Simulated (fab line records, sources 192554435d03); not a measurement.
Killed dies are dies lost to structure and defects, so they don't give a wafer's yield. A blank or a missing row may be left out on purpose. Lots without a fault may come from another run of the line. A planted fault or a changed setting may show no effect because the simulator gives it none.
Chamber matching | flow n5_finfet | N5_BEOL_M0_SAQP_ETCH_84 on rie_diel-05: 4 sister chambers
The step etches SOC in N2/H2, target depth 100 nm, overetch 20 nm, time 150 s. 4 wafers are shown with their chamber, then 10 later ones without.

WAFERS WITH THEIR CHAMBER
wafer  | chamber | throttle_valve_pct (%)
L080.3 | 1       | 17.35
L081.1 | 0       | 17.89
L088.1 | 2       | 17.76
L088.4 | 3       | 17.90

WAFERS WITHOUT THEIR CHAMBER
wafer  | throttle_valve_pct (%)
L088.5 | 17.92
L092.1 | 17.91
L092.2 | 17.77
L092.3 | 17.93
L094.1 | 17.75
L094.4 | 17.39
L094.5 | 17.38
L095.2 | 17.76
L095.4 | 17.93
L095.6 | 17.39

WHICH CHAMBER EACH WENT THROUGH
wafer  | from the rows above     | in truth
L088.5 | can't be placed: 3 or 0 | 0
L092.1 | can't be placed: 3 or 0 | 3
L092.2 | 2                       | 2
L092.3 | can't be placed: 3 or 0 | 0
L094.1 | 2                       | 2
L094.4 | 1                       | 1
L094.5 | 1                       | 1
L095.2 | 2                       | 2
L095.4 | can't be placed: 3 or 0 | 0
L095.6 | 1                       | 1
Placed correctly: 6 of 10. Can't be placed from these rows: 4 (the true chamber is among the candidates in 4). Placed wrongly: 0.
How it was worked out, from the rows above alone: a wafer's distance from a chamber is the root of the sum, over the readings, of the square of ((its reading less the chamber's mean) divided by the reading's scatter). The wafer belongs to the nearest chamber; if the next one is less than 2 further off, it can't be placed. A chamber's mean is the mean of its shown wafers. The scatter: with one shown wafer a chamber, the root of the mean of the squares of how far each hidden wafer lies from its nearest shown one.
